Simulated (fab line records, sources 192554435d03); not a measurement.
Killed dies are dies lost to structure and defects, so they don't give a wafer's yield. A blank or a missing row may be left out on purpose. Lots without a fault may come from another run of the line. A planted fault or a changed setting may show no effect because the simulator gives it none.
fab line records | flow n5_finfet
record lots=24 wafers=72 last_day=18
route steps=1938 shown BEOL_M13@1689 BEOL_M14@1729
lots that met no fault: from a run of the same line without faults
start_h: hours from the record's first day to the start of the lot's first wafer shown | wait_h: hours since the lot's step before | " the same as in the row above | L1.1+2: a row that stands for several wafers | - no value, or no start given | * or withheld: withheld | < > ~ a bound
route shown NAME@n: a module of which the file shows steps, and the number in the route of the first | usual: mean/standard deviation of fault-free wafers | same: alike in all rows | chamber/n: place in a boat | sites: the reading at each site | _std_site: their standard deviation | _edge_site: outer sites' mean less inner sites' | radius_mm: how far each site lies from the wafer's centre | mask NAME#n: copy n | behind: the tool/chamber that last shaped the wafer | hold: why the lot was held/for how many hours/how that ended | device: the transistor (n, p or np) that didn't switch | end of line: the same wafers' tests at the end of the route | a step without rows: its recipe alone | killed: dies lost to structure and defects at the first sort, not the wafer's yield | map: a wafer's dies, x killed, . not, _ none there
set.NAME: the setting as run; set.NAME@STEP: as run at that earlier step | model.NAME: the simulator's own value behind a step, which no gauge read
steps of the route over a sample of lots; a table a step, a row a wafer
services: from which hour (start_h, from the record's first day; less than 0 if before it) a tool's chamber was out of use, for how many hours, and why
## steps
# step N5_BEOL_M13_CD_MEAS_28
# recipe target_cd_nm=209.5 landing_energy_ev=500 detector=se_inlens
# usual cd_nm=208.5/1.5
# columns lot.wafer tool chamber start_h wait_h cd_nm
L074.1 cd_sem-02 0 234.75 - 206.4
L074.3 " 0 " " 206.4
L074.4 " 0 " " 210.0
L075.1 cd_sem-03 0 248.38 - 207.6
L075.4 " 0 " " 208.9
L075.6 " 0 " " 206.9
L077.3 cd_sem-01 0 257.73 - 207.9
L077.5 " 0 " " 208.2
L077.6 " 0 " " 206.7
L076.4 cd_sem-01 0 269.64 - 210.1
L076.5 " 0 " " 209.9
L076.6 " 0 " " 208.0
L078.1 cd_sem-01 0 277.83 - 210.3
L078.2 " 0 " " 210.3
L078.3 " 0 " " 207.3
L079.2 cd_sem-01 0 289.46 - 208.7
L079.4 " 0 " " 210.0
L079.5 " 0 " " 209.4
L080.1 cd_sem-01 0 302.06 - 208.6
L080.4 " 0 " " 211.6
L080.5 " 0 " " 208.9
L081.1 cd_sem-03 0 304.11 - 206.9
L081.2 " 0 " " 209.2
L081.6 " 0 " " 206.4
L082.1 cd_sem-03 0 305.29 - 209.7
L082.3 " 0 " " 210.1
L082.4 " 0 " " 207.8
L084.1 cd_sem-02 0 310.18 - 209.2
L084.2 " 0 " " 207.3
L084.5 " 0 " " 209.8
L083.3 cd_sem-02 0 317.27 - 207.5
L083.5 " 0 " " 208.6
L083.6 " 0 " " 208.6
L085.2 cd_sem-02 0 318.62 - 207.7
L085.4 " 0 " " 208.8
L085.6 " 0 " " 207.4
L086.3 cd_sem-03 0 318.88 - 207.8
L086.4 " 0 " " 208.8
L086.6 " 0 " " 206.7
L088.2 cd_sem-02 0 334.51 - 207.9
L088.4 " 0 " " 209.1
L088.6 " 0 " " 208.9
L087.2 cd_sem-01 0 336.50 - 207.7
L087.4 " 0 " " 207.7
L087.6 " 0 " " 208.2
L090.2 cd_sem-03 0 343.42 - 208.3
L090.3 " 0 " " 207.8
L090.5 " 0 " " 207.1
L089.1 cd_sem-02 0 349.09 - 208.0
L089.3 " 0 " " 205.9
L089.6 " 0 " " 208.4
L091.3 cd_sem-01 0 352.96 - 209.4
L091.4 " 0 " " 208.1
L091.6 " 0 " " 207.9
L092.2 cd_sem-01 0 357.02 - 210.1
L092.3 " 0 " " 208.9
L092.5 " 0 " " 209.4
L093.2 cd_sem-03 0 367.45 - 207.9
L093.5 " 0 " " 208.5
L093.6 " 0 " " 209.7
L094.2 cd_sem-01 0 372.70 - 206.2
L094.4 " 0 " " 209.3
L094.5 " 0 " " 209.4
L095.1 cd_sem-03 0 381.83 - 208.4
L095.2 " 0 " " 207.2
L095.3 " 0 " " 211.2
L096.3 cd_sem-02 0 384.60 - 211.8
L096.5 " 0 " " 208.4
L096.6 " 0 " " 210.6
L097.1 cd_sem-02 0 388.09 - 209.5
L097.3 " 0 " " 210.5
L097.4 " 0 " " 208.0
# step N5_BEOL_M13_DESCUM_33
# recipe chemistry=O2 time_s=7.9 source_power_w=50 bias_power_w=20 pressure_mtorr=20 rf_frequency_hz=2.712e+07 temp_c=40 o2_flow_sccm=225
# usual bias_power_w=20.01/0.058 drypump_motor_current_A=5.9/0.57 oes_product_au=0.78/0.098 rf_vpp_V=243.1/1.3 showerhead_plenum_p_Torr=2.10/0.054 throttle_valve_pct=20.44/0.25
# columns lot.wafer tool chamber start_h wait_h bias_power_w drypump_motor_current_A oes_product_au rf_hours_counter_h rf_vpp_V showerhead_plenum_p_Torr throttle_valve_pct
L074.1 rie_diel-02 3 234.84 0.0 20.08 6.2 0.66 242 243.5 2.17 20.60
L074.3 " 0 " " 20.03 5.2 0.69 245 243.9 2.11 20.19
L074.4 " 3 " " 20.04 6.3 0.67 - 243.9 2.17 20.60
L075.1 rie_diel-05 3 248.47 0.0 20.09 5.8 0.70 190 244.5 2.15 20.64
L075.4 " 1 " " 19.98 5.3 0.98 8 243.6 2.14 20.33
L075.6 " 0 " " 20.06 6.6 0.75 - 241.8 2.02 20.25
L077.3 rie_diel-03 2 257.82 0.0 19.98 6.0 0.93 28 244.1 2.12 20.31
L077.5 " 0 " " 19.93 5.9 0.90 - 242.7 2.02 20.32
L077.6 " 3 " " 19.94 4.8 0.71 - 244.3 2.17 20.55
L076.4 rie_diel-05 1 269.73 0.0 20.14 5.3 0.95 14 243.8 2.14 20.34
L076.5 " 2 " " 19.98 6.6 0.74 - 241.6 2.11 20.66
L076.6 " 3 " " 20.00 5.8 0.69 - 243.5 2.14 20.65
L078.1 rie_diel-05 2 277.98 0.1 20.00 6.6 0.73 185 242.5 2.11 20.65
L078.2 " 0 " " 19.89 6.6 0.74 181 240.4 2.02 20.25
L078.3 " 3 " " 19.93 5.8 0.69 197 241.0 2.14 20.65
L079.2 rie_diel-05 2 289.71 0.2 20.01 6.6 0.73 188 243.4 2.10 20.65
L079.4 " 1 " " 20.06 5.3 0.93 19 243.8 2.14 20.35
L079.5 " 0 " " 20.10 6.6 0.74 - 242.8 2.02 20.26
L080.1 rie_diel-05 1 302.16 0.0 19.98 5.3 0.93 23 242.7 2.14 20.37
L080.4 " 3 " " 20.04 5.8 0.68 204 244.7 2.14 20.65
L080.5 " 2 " " 20.09 6.6 0.73 - 242.8 2.10 20.67
L081.1 rie_diel-02 1 304.20 0.0 20.11 6.3 0.79 102 242.5 2.13 20.21
L081.2 " 2 " " 20.00 5.9 0.88 22 244.8 2.23 20.08
L081.6 " 0 " " 20.05 5.2 0.96 - 245.1 2.10 19.99
L082.1 rie_diel-03 0 305.38 0.0 20.06 5.9 0.88 50 242.1 2.02 20.33
L082.3 " 2 " " 20.05 5.9 0.89 42 243.5 2.11 20.31
L082.4 " 3 " " 19.93 4.8 0.69 - 244.6 2.17 20.56
L084.1 rie_diel-05 3 310.27 0.0 20.00 5.9 0.68 207 245.3 2.14 20.66
L084.2 " 1 " " 19.94 5.3 0.92 25 243.0 2.14 20.36
L084.5 " 3 " " 19.99 5.8 0.69 - 242.6 2.14 20.66
L083.3 rie_diel-05 3 317.35 0.0 19.93 5.9 0.68 209 243.7 2.14 20.67
L083.5 " 2 " " 19.92 6.6 0.73 - 244.0 2.10 20.66
L083.6 " 3 " " 19.94 5.9 0.68 - 245.1 2.14 20.68
L085.2 rie_diel-03 1 318.70 0.0 20.09 5.3 0.70 219 244.6 2.08 20.97
L085.4 " 3 " " 19.97 4.8 0.69 216 243.7 2.16 20.56
L085.6 " 0 " " 19.97 5.9 0.87 - 240.3 2.02 20.32
L086.3 rie_diel-02 1 318.97 0.0 20.06 6.3 0.78 108 243.3 2.12 20.19
L086.4 " 0 " " 19.97 5.2 0.93 14 243.9 2.10 20.01
L086.6 " 0 " " 19.99 5.2 0.93 - 244.1 2.10 20.02
L088.2 rie_diel-05 0 334.60 0.0 20.02 6.6 0.72 198 241.9 2.01 20.28
L088.4 " 2 " " 19.93 6.6 0.71 202 243.2 2.10 20.68
L088.6 " 3 " " 20.05 5.8 0.68 - 243.6 2.14 20.66
L087.2 rie_diel-02 2 336.59 0.0 19.98 5.9 0.87 33 243.7 2.23 20.10
L087.4 " 1 " " 20.07 6.3 0.78 113 242.3 2.12 20.21
L087.6 " 0 " " 20.19 5.2 0.91 - 243.6 2.10 20.02
L090.2 rie_diel-05 1 343.50 0.0 20.00 5.3 0.91 35 244.3 2.13 20.36
L090.3 " 3 " " 20.01 5.8 0.68 216 244.3 2.14 20.70
L090.5 " 1 " " 20.14 5.3 0.91 - 243.3 2.13 20.36
L089.1 rie_diel-03 0 349.25 0.1 19.99 5.9 0.86 64 241.5 2.01 20.37
L089.3 " 2 " " 20.07 6.0 0.88 56 244.1 2.11 20.36
L089.6 " 1 " " 20.02 5.4 0.69 - 242.3 2.07 20.98
L091.3 rie_diel-03 2 353.05 0.0 20.00 6.0 0.87 58 243.0 2.11 20.35
L091.4 " 1 " " 20.02 5.3 0.70 230 242.8 2.07 20.98
L091.6 " 2 " " 20.01 6.0 0.88 - 243.4 2.11 20.34
L092.2 rie_diel-05 0 357.10 0.0 20.01 6.6 0.72 205 240.4 2.01 20.28
L092.3 " 2 " " 19.96 6.6 0.71 210 243.1 2.10 20.69
L092.5 " 1 " " 20.02 5.3 0.90 - 244.2 2.13 20.38
L093.2 rie_diel-05 3 367.61 0.1 19.98 5.8 0.66 224 244.3 2.13 20.70
L093.5 " 0 " " 20.02 6.6 0.71 - 240.6 2.01 20.29
L093.6 " 3 " " 20.03 5.8 0.67 - 243.7 2.13 20.69
L094.2 rie_diel-05 3 372.84 0.1 20.00 5.8 0.67 227 243.5 2.13 20.71
L094.4 " 2 " " 20.06 6.7 0.71 216 242.5 2.09 20.69
L094.5 " 3 " " 20.01 5.8 0.67 - 245.3 2.13 20.69
L095.1 rie_diel-02 1 381.92 0.0 20.06 6.3 0.77 128 241.6 2.12 20.22
L095.2 " 0 " " 19.98 5.2 0.89 35 243.2 2.10 20.03
L095.3 " 2 " " 19.89 5.9 0.85 47 245.3 2.22 20.10
L096.3 rie_diel-03 1 384.69 0.0 20.04 5.3 0.69 239 241.6 2.07 21.01
L096.5 " 0 " " 19.98 6.0 0.85 - 242.9 2.01 20.39
L096.6 " 1 " " 20.05 5.3 0.69 - 243.2 2.07 21.00
L097.1 rie_diel-05 0 388.21 0.1 20.04 6.6 0.72 216 240.8 2.01 20.29
L097.3 " 2 " " 20.01 6.6 0.69 221 241.9 2.09 20.70
L097.4 " 1 " " 19.88 5.3 0.88 52 242.4 2.13 20.39
# step N5_BEOL_M13_RS_MEAS_54
# recipe thk_meas_gauge=four-point-probe reads=Cu_of_BEOL_M13_ECD_47+Ta_of_BEOL_M13_SPUTTER_44+TaN_of_BEOL_M13_SPUTTER_43
# usual M13_RS=0.0452/0.00089
# columns lot.wafer tool chamber start_h wait_h M13_RS[ohm/sq]
L074.1 film_metro-02 - 246.61 0.0 0.0462
L074.3 " - " " 0.0466
L074.4 " - " " 0.0459
L075.1 film_metro-01 - 255.19 0.0 0.0451
L075.4 " - " " 0.0439
L075.6 " - " " 0.0458
L077.3 film_metro-02 - 263.35 0.1 0.0438
L077.5 " - " " 0.0436
L077.6 " - " " 0.0464
L076.4 film_metro-01 - 271.89 0.0 0.0442
L076.5 " - " " 0.0454
L076.6 " - " " 0.0456
L078.1 film_metro-01 - 282.05 0.0 0.0444
L078.2 " - " " 0.0450
L078.3 " - " " 0.0447
L079.2 film_metro-02 - 294.68 0.1 0.0451
L079.4 " - " " 0.0435
L079.5 " - " " 0.0457
L080.1 film_metro-01 - 304.81 0.0 0.0437
L080.4 " - " " 0.0458
L080.5 " - " " 0.0449
L081.1 film_metro-01 - 307.86 0.0 0.0458
L081.2 " - " " 0.0459
L081.6 " - " " 0.0441
L082.1 film_metro-01 - 308.19 0.0 0.0436
L082.3 " - " " 0.0441
L082.4 " - " " 0.0465
L084.1 film_metro-01 - 313.76 0.0 0.0458
L084.2 " - " " 0.0443
L084.5 " - " " 0.0463
L085.2 film_metro-02 - 321.27 0.1 0.0451
L085.4 " - " " 0.0468
L085.6 " - " " 0.0447
L083.3 film_metro-01 - 321.99 0.1 0.0458
L083.5 " - " " 0.0451
L083.6 " - " " 0.0464
L086.3 film_metro-01 - 323.68 0.1 0.0462
L086.4 " - " " 0.0449
L086.6 " - " " 0.0450
L088.2 film_metro-01 - 340.94 0.1 0.0454
L088.4 " - " " 0.0451
L088.6 " - " " 0.0448
L087.2 film_metro-02 - 341.23 0.1 0.0454
L087.4 " - " " 0.0451
L087.6 " - " " 0.0448
L090.2 film_metro-01 - 346.19 0.1 0.0434
L090.3 " - " " 0.0450
L090.5 " - " " 0.0431
L089.1 film_metro-01 - 353.22 0.0 0.0444
L089.3 " - " " 0.0451
L089.6 " - " " 0.0447
L091.3 film_metro-01 - 355.63 0.1 0.0444
L091.4 " - " " 0.0452
L091.6 " - " " 0.0439
L092.2 film_metro-01 - 360.98 0.1 0.0465
L092.3 " - " " 0.0457
L092.5 " - " " 0.0442
L093.2 film_metro-02 - 371.32 0.1 0.0460
L093.5 " - " " 0.0459
L093.6 " - " " 0.0460
L094.2 film_metro-01 - 377.63 0.1 0.0457
L094.4 " - " " 0.0449
L094.5 " - " " 0.0457
L095.1 film_metro-01 - 385.78 0.0 0.0450
L095.2 " - " " 0.0444
L095.3 " - " " 0.0446
L096.3 film_metro-01 - 386.93 0.1 0.0450
L096.5 " - " " 0.0448
L096.6 " - " " 0.0455
L097.1 film_metro-02 - 392.67 0.1 0.0464
L097.3 " - " " 0.0454
L097.4 " - " " 0.0447
# step N5_BEOL_M14_DESCUM_15
# recipe chemistry=O2 time_s=7.9 source_power_w=50 bias_power_w=20 pressure_mtorr=20 rf_frequency_hz=2.712e+07 temp_c=40 o2_flow_sccm=225
# usual bias_power_w=20.00/0.054 drypump_motor_current_A=5.6/0.44 oes_product_au=0.82/0.071 rf_vpp_V=243.1/1.4 showerhead_plenum_p_Torr=2.08/0.073 throttle_valve_pct=20.30/0.22
# columns lot.wafer tool chamber start_h wait_h bias_power_w drypump_motor_current_A oes_product_au rf_hours_counter_h rf_vpp_V showerhead_plenum_p_Torr throttle_valve_pct
L074.1 rie_diel-04 2 247.38 0.0 19.95 6.0 0.70 212 243.1 2.08 20.27
L074.3 " 1 " " 20.03 5.9 0.93 12 243.1 2.14 20.35
L074.4 " 0 " " 20.05 5.9 0.76 146 240.7 1.99 20.12
L075.1 rie_diel-04 1 255.96 0.0 20.01 5.9 0.92 15 244.2 2.14 20.36
L075.4 " 3 " " 19.96 5.2 0.79 114 241.5 2.01 20.53
L075.6 " 0 " " 20.06 5.9 0.76 - 240.3 1.99 20.13
L077.3 rie_diel-04 0 264.12 0.0 20.02 5.9 0.76 152 242.1 1.99 20.12
L077.5 " 3 " " 19.98 5.2 0.80 - 242.9 2.01 20.52
L077.6 " 2 " " 19.98 6.0 0.69 - 243.7 2.08 20.29
L076.4 rie_diel-01 1 272.74 0.0 19.98 5.3 0.94 8 243.9 2.03 20.23
L076.5 " 1 " " 19.89 5.3 0.93 - 243.1 2.03 20.22
L076.6 " 0 " " 20.04 5.1 0.79 - 243.6 2.20 20.47
L078.1 rie_diel-04 2 282.83 0.0 19.98 6.0 0.68 225 243.7 2.08 20.29
L078.2 " 1 " " 19.95 5.8 0.88 24 244.8 2.14 20.39
L078.3 " 3 " " 20.05 5.1 0.80 122 241.6 2.01 20.53
L079.2 rie_diel-04 3 295.32 0.0 19.99 5.2 0.79 126 240.9 2.01 20.53
L079.4 " 0 " " 20.07 5.9 0.75 161 241.7 1.99 20.14
L079.5 " 3 " " 19.89 5.1 0.78 - 242.2 2.01 20.52
L080.1 rie_diel-01 1 305.45 0.0 20.09 5.3 0.90 20 241.9 2.02 20.24
L080.4 " 3 " " 19.93 6.1 0.91 29 242.1 2.02 19.87
L080.5 " 0 " " 19.91 5.2 0.77 - 244.2 2.19 20.47
L081.1 rie_diel-06 1 308.72 0.1 20.01 6.4 0.81 68 245.0 2.22 20.41
L081.2 " 2 " " 19.96 5.8 0.79 106 243.4 2.09 20.15
L081.6 " 1 " " 19.96 6.4 0.82 - 244.1 2.22 20.42
L082.1 rie_diel-06 0 309.07 0.1 19.95 5.2 0.68 249 244.5 2.12 20.08
L082.3 " 3 " " 20.01 5.1 0.84 92 242.4 2.04 20.53
L082.4 " 2 " " 20.08 5.8 0.79 107 243.2 2.09 20.16
L084.1 rie_diel-01 2 314.53 0.0 19.91 5.6 0.80 105 241.6 2.04 20.39
L084.2 " 3 " " 19.98 6.2 0.89 32 241.9 2.02 19.88
L084.5 " 2 " " 19.97 5.6 0.80 - 242.9 2.04 20.40
L085.2 rie_diel-01 3 322.05 0.0 20.00 6.1 0.89 35 242.6 2.02 19.88
L085.4 " 0 " " 19.96 5.2 0.76 128 244.7 2.19 20.50
L085.6 " 2 " " 20.01 5.6 0.80 - 243.8 2.04 20.41
L083.3 rie_diel-06 2 322.64 0.0 20.01 5.8 0.79 113 242.6 2.08 20.17
L083.5 " 2 " " 19.94 5.8 0.79 - 244.2 2.08 20.17
L083.6 " 1 " " 19.97 6.4 0.80 - 246.0 2.22 20.42
L086.3 rie_diel-06 1 324.45 0.0 19.96 6.3 0.81 76 243.2 2.22 20.42
L086.4 " 3 " " 19.98 5.1 0.83 - 241.1 2.04 20.56
L086.6 " 1 " " 20.01 6.3 0.81 - 245.5 2.22 20.44
L088.2 rie_diel-06 3 341.59 0.0 19.95 5.0 0.82 105 241.7 2.04 20.55
L088.4 " 2 " " 19.89 5.8 0.78 120 242.6 2.08 20.19
L088.6 " 3 " " 19.96 5.1 0.82 - 242.1 2.04 20.56
L087.2 rie_diel-06 2 341.94 0.1 20.06 5.8 0.78 121 244.0 2.08 20.17
L087.4 " 3 " " 20.00 5.0 0.81 106 240.6 2.04 20.57
L087.6 " 2 " " 20.03 5.8 0.77 - 240.8 2.08 20.17
L090.2 rie_diel-01 0 346.88 0.1 20.00 5.2 0.76 138 244.2 2.19 20.51
L090.3 " 2 " " 19.98 5.5 0.80 115 241.2 2.03 20.41
L090.5 " 2 " " 19.94 5.6 0.79 - 241.9 2.03 20.42
L089.1 rie_diel-06 1 354.01 0.2 19.99 6.3 0.80 85 245.0 2.22 20.45
L089.3 " 0 " " 20.00 5.2 1.00 8 243.5 2.12 19.83
L089.6 " 0 " " 20.01 5.2 1.00 - 243.9 2.12 19.81
L091.3 rie_diel-04 0 356.40 0.0 19.92 5.9 0.74 182 241.2 1.98 20.19
L091.4 " 3 " " 20.06 5.1 0.77 - 241.8 2.00 20.57
L091.6 " 1 " " 20.03 5.8 0.85 - 242.4 2.13 20.42
L092.2 rie_diel-04 0 361.75 0.0 20.02 5.9 0.73 185 242.4 1.98 20.17
L092.3 " 3 " " 19.94 5.1 0.76 152 242.9 2.00 20.58
L092.5 " 0 " " 20.04 5.9 0.74 - 241.2 1.98 20.18
L093.2 rie_diel-04 0 372.14 0.2 20.03 6.0 0.73 191 243.4 1.98 20.20
L093.5 " 1 " " 19.97 5.9 0.84 - 243.6 2.13 20.43
L093.6 " 2 " " 19.93 6.0 0.95 - 242.4 2.07 20.11
L094.2 rie_diel-06 0 378.28 0.0 20.05 5.2 0.97 16 244.8 2.12 19.85
L094.4 " 1 " " 20.04 6.3 0.79 93 245.7 2.21 20.47
L094.5 " 2 " " 19.86 5.8 0.78 - 242.4 2.08 20.21
L095.1 rie_diel-06 2 386.43 0.0 20.02 5.8 0.77 137 244.3 2.07 20.20
L095.2 " 0 " " 20.08 5.2 0.96 19 243.3 2.11 19.84
L095.3 " 1 " " 19.99 6.4 0.79 97 244.8 2.21 20.45
L096.3 rie_diel-06 3 387.61 0.1 20.14 5.0 0.80 122 242.0 2.03 20.58
L096.5 " 3 " " 20.03 5.1 0.80 - 243.2 2.03 20.58
L096.6 " 0 " " 19.99 5.2 0.95 - 242.8 2.11 19.85
L097.1 rie_diel-01 0 393.34 0.1 19.98 5.2 0.74 154 245.2 2.18 20.53
L097.3 " 1 " " 20.04 5.3 0.85 53 241.6 2.01 20.28
L097.4 " 2 " " 20.02 5.5 0.78 132 240.5 2.03 20.42
# step N5_BEOL_M14_STRIP_63
# recipe chemistry=O2 power_w=600 temp_c=60 pressure_mtorr=30 rf_frequency_hz=6e+07 bias_power_w=0 overash_fraction=0.3 o2_flow_sccm=225
# usual drypump_motor_current_A=5.6/0.44 oes_product_au=0.82/0.072 rf_vpp_V=3.7/0.84 showerhead_plenum_p_Torr=2.08/0.073 throttle_valve_pct=16.55/0.21
# same bias_power_w=0
# columns lot.wafer tool chamber start_h wait_h drypump_motor_current_A oes_product_au rf_hours_counter_h rf_vpp_V showerhead_plenum_p_Torr throttle_valve_pct
L074.1 rie_diel-04 2 - - 6.0 0.69 212 4.3 2.09 16.59
L074.3 " 1 " " 5.8 0.91 13 3.2 2.14 16.57
L074.4 " 0 " " 6.0 0.77 147 4.0 2.00 16.38
L075.1 rie_diel-04 1 - - 5.8 0.90 15 3.7 2.14 16.55
L075.4 " 3 " " 5.1 0.80 114 3.5 2.02 16.75
L075.6 " 0 " " 6.0 0.76 - 4.2 1.99 16.39
L077.3 rie_diel-04 0 - - 5.9 0.75 152 3.5 1.99 16.38
L077.5 " 3 " " 5.2 0.80 - 4.7 2.02 16.74
L077.6 " 2 " " 6.0 0.68 - 2.7 2.09 16.61
L076.4 rie_diel-01 1 - - 5.3 0.92 9 3.2 2.03 16.43
L076.5 " 1 " " 5.3 0.93 - 3.0 2.03 16.46
L076.6 " 0 " " 5.2 0.78 - 4.7 2.20 16.66
L078.1 rie_diel-04 2 - - 6.0 0.68 225 5.4 2.08 16.58
L078.2 " 1 " " 5.9 0.88 25 2.3 2.14 16.56
L078.3 " 3 " " 5.1 0.80 122 4.1 2.02 16.77
L079.2 rie_diel-04 3 - - 5.1 0.79 126 2.6 2.01 16.77
L079.4 " 0 " " 6.0 0.75 161 3.0 1.99 16.41
L079.5 " 3 " " 5.1 0.79 - 2.9 2.01 16.76
L080.1 rie_diel-01 1 - - 5.3 0.91 20 3.3 2.03 16.49
L080.4 " 3 " " 6.2 0.91 29 2.2 2.03 16.18
L080.5 " 0 " " 5.2 0.78 - 2.4 2.20 16.67
L081.1 rie_diel-06 1 - - 6.4 0.83 68 5.3 2.23 16.65
L081.2 " 2 " " 5.8 0.78 106 3.8 2.09 16.47
L081.6 " 1 " " 6.3 0.82 - 4.6 2.23 16.65
L082.1 rie_diel-06 0 - - 5.2 0.68 249 3.7 2.13 16.46
L082.3 " 3 " " 5.0 0.84 92 2.9 2.05 16.79
L082.4 " 2 " " 5.8 0.79 107 2.7 2.09 16.45
L084.1 rie_diel-01 2 - - 5.6 0.80 106 2.9 2.04 16.60
L084.2 " 3 " " 6.1 0.90 32 3.4 2.02 16.17
L084.5 " 2 " " 5.6 0.79 - 2.4 2.04 16.65
L085.2 rie_diel-01 3 - - 6.2 0.89 35 3.9 2.02 16.21
L085.4 " 0 " " 5.2 0.77 128 3.4 2.20 16.71
L085.6 " 2 " " 5.6 0.81 - 2.6 2.04 16.67
L083.3 rie_diel-06 2 - - 5.8 0.78 114 4.1 2.09 16.46
L083.5 " 2 " " 5.8 0.80 - 3.2 2.09 16.51
L083.6 " 1 " " 6.4 0.81 - 4.3 2.22 16.69
L086.3 rie_diel-06 1 - - 6.3 0.81 76 3.0 2.22 16.65
L086.4 " 3 " " 5.1 0.82 - 3.4 2.04 16.80
L086.6 " 1 " " 6.4 0.79 - 5.7 2.22 16.65
L088.2 rie_diel-06 3 - - 5.0 0.83 106 3.2 2.04 16.79
L088.4 " 2 " " 5.8 0.77 121 3.2 2.09 16.49
L088.6 " 3 " " 5.1 0.82 - 2.6 2.04 16.82
L087.2 rie_diel-06 2 - - 5.9 0.80 121 4.0 2.08 16.49
L087.4 " 3 " " 5.0 0.82 106 3.7 2.04 16.82
L087.6 " 2 " " 5.8 0.79 - 5.2 2.09 16.51
L090.2 rie_diel-01 0 - - 5.2 0.77 138 3.6 2.19 16.71
L090.3 " 2 " " 5.6 0.80 116 4.9 2.04 16.63
L090.5 " 2 " " 5.6 0.80 - 4.9 2.04 16.66
L089.1 rie_diel-06 1 - - 6.4 0.81 86 2.3 2.22 16.65
L089.3 " 0 " " 5.2 1.00 8 3.4 2.12 16.08
L089.6 " 0 " " 5.2 0.99 - 4.2 2.12 16.06
L091.3 rie_diel-04 0 - - 6.0 0.74 182 4.0 1.98 16.45
L091.4 " 3 " " 5.1 0.77 - 4.4 2.01 16.81
L091.6 " 1 " " 5.8 0.86 - 2.8 2.13 16.60
L092.2 rie_diel-04 0 - - 5.9 0.73 185 3.6 1.98 16.44
L092.3 " 3 " " 5.2 0.77 152 4.6 2.01 16.80
L092.5 " 0 " " 5.9 0.74 - 4.3 1.98 16.47
L093.2 rie_diel-04 0 - - 6.0 0.74 191 2.7 1.98 16.49
L093.5 " 1 " " 5.9 0.83 - 4.2 2.13 16.58
L093.6 " 2 " " 6.0 0.97 - 5.1 2.07 16.28
L094.2 rie_diel-06 0 - - 5.2 0.96 16 2.8 2.12 16.08
L094.4 " 1 " " 6.3 0.81 94 3.0 2.22 16.72
L094.5 " 2 " " 5.8 0.78 - 2.1 2.08 16.55
L095.1 rie_diel-06 2 - - 5.9 0.78 137 3.3 2.08 16.52
L095.2 " 0 " " 5.2 0.95 19 3.4 2.12 16.08
L095.3 " 1 " " 6.4 0.79 97 3.6 2.22 16.72
L096.3 rie_diel-06 3 - - 5.0 0.81 123 4.1 2.04 16.84
L096.5 " 3 " " 5.1 0.80 - 4.5 2.04 16.83
L096.6 " 0 " " 5.2 0.95 - 2.6 2.12 16.06
L097.1 rie_diel-01 0 - - 5.2 0.74 155 4.7 2.19 16.79
L097.3 " 1 " " 5.3 0.84 53 2.6 2.01 16.55
L097.4 " 2 " " 5.6 0.78 132 2.4 2.03 16.66
# step N5_BEOL_M14_OVL_MEAS_29
# recipe points_per_wafer=44
# usual M14_OVL=0/5.7
# columns lot.wafer tool chamber start_h wait_h M14_OVL[nm]
L074.1 overlay-02 0 248.17 0.0 2
L074.3 " 0 " " 2
L074.4 " 0 " " 3
L075.1 overlay-01 0 256.75 0.0 6
L075.4 " 0 " " 4
L075.6 " 0 " " -4
L077.3 overlay-02 0 265.04 0.0 4
L077.5 " 0 " " 2
L077.6 " 0 " " 2
L076.4 overlay-01 0 273.66 0.0 -15
L076.5 " 0 " " 6
L076.6 " 0 " " -5
L078.1 overlay-01 0 283.62 0.0 0
L078.2 " 0 " " 8
L078.3 " 0 " " 1
L079.2 overlay-02 0 296.28 0.0 1
L079.4 " 0 " " 3
L079.5 " 0 " " -6
L080.1 overlay-02 0 306.25 0.0 -5
L080.4 " 0 " " -4
L080.5 " 0 " " -2
L081.1 overlay-01 0 309.64 0.0 3
L081.2 " 0 " " -5
L081.6 " 0 " " -11
L082.1 overlay-01 0 309.99 0.0 -1
L082.3 " 0 " " 4
L082.4 " 0 " " 3
L084.1 overlay-02 0 315.45 0.0 4
L084.2 " 0 " " -9
L084.5 " 0 " " 2
L085.2 overlay-02 0 323.10 0.0 -7
L085.4 " 0 " " -11
L085.6 " 0 " " -9
L083.3 overlay-02 0 323.44 0.0 4
L083.5 " 0 " " 0
L083.6 " 0 " " -5
L086.3 overlay-01 0 325.37 0.0 -10
L086.4 " 0 " " -5
L086.6 " 0 " " 6
L088.2 overlay-02 0 342.51 0.0 -3
L088.4 " 0 " " -2
L088.6 " 0 " " -1
L087.2 overlay-01 0 342.75 0.0 13
L087.4 " 0 " " 15
L087.6 " 0 " " 4
L090.2 overlay-02 0 347.68 0.0 9
L090.3 " 0 " " 9
L090.5 " 0 " " 20
L089.1 overlay-01 0 354.81 0.0 -4
L089.3 " 0 " " -6
L089.6 " 0 " " 3
L091.3 overlay-01 0 357.19 0.0 -9
L091.4 " 0 " " 3
L091.6 " 0 " " -1
L092.2 overlay-02 0 362.54 0.0 -2
L092.3 " 0 " " -10
L092.5 " 0 " " -8
L093.2 overlay-01 0 372.93 0.0 -1
L093.5 " 0 " " 4
L093.6 " 0 " " -2
L094.2 overlay-01 0 379.20 0.0 -7
L094.4 " 0 " " -1
L094.5 " 0 " " -1
L095.1 overlay-01 0 387.35 0.0 -13
L095.2 " 0 " " -3
L095.3 " 0 " " -4
L096.3 overlay-01 0 388.40 0.0 2
L096.5 " 0 " " -2
L096.6 " 0 " " 6
L097.1 overlay-01 0 394.13 0.0 0
L097.3 " 0 " " -7
L097.4 " 0 " " 0
## services
# columns tool chamber start_h hours kind
rie_diel-02 2 214.60 - clean
rie_diel-02 2 214.60 - consumable_replace:focus_ring
rie_diel-02 2 214.60 - consumable_replace:showerhead
rie_diel-02 2 214.60 22.7 scheduled_down
rie_diel-02 2 214.60 22.7 vent_cycle
rie_diel-06 - 221.57 2.8 pm
rie_diel-01 1 225.32 - clean
rie_diel-01 1 225.32 - consumable_replace:focus_ring
rie_diel-01 1 225.32 22.4 scheduled_down
rie_diel-01 1 225.32 22.4 vent_cycle
rie_diel-06 - 256.88 0.1 repair
rie_diel-01 - 284.58 0.4 repair
rie_diel-03 1 298.81 7.3 repair
rie_diel-06 0 311.12 - clean
rie_diel-06 0 311.12 - consumable_replace:esc
rie_diel-06 0 311.12 - consumable_replace:focus_ring
rie_diel-06 0 311.12 22.7 scheduled_down
rie_diel-06 0 311.12 22.7 vent_cycle
rie_diel-02 1 322.00 2.0 repair
rie_diel-01 2 337.34 4.5 repair
rie_diel-03 - 350.66 0.5 repair
rie_diel-04 2 353.14 - clean
rie_diel-04 2 353.14 - consumable_replace:focus_ring
rie_diel-03 2 384.29 6.7 repair
## key
fault none
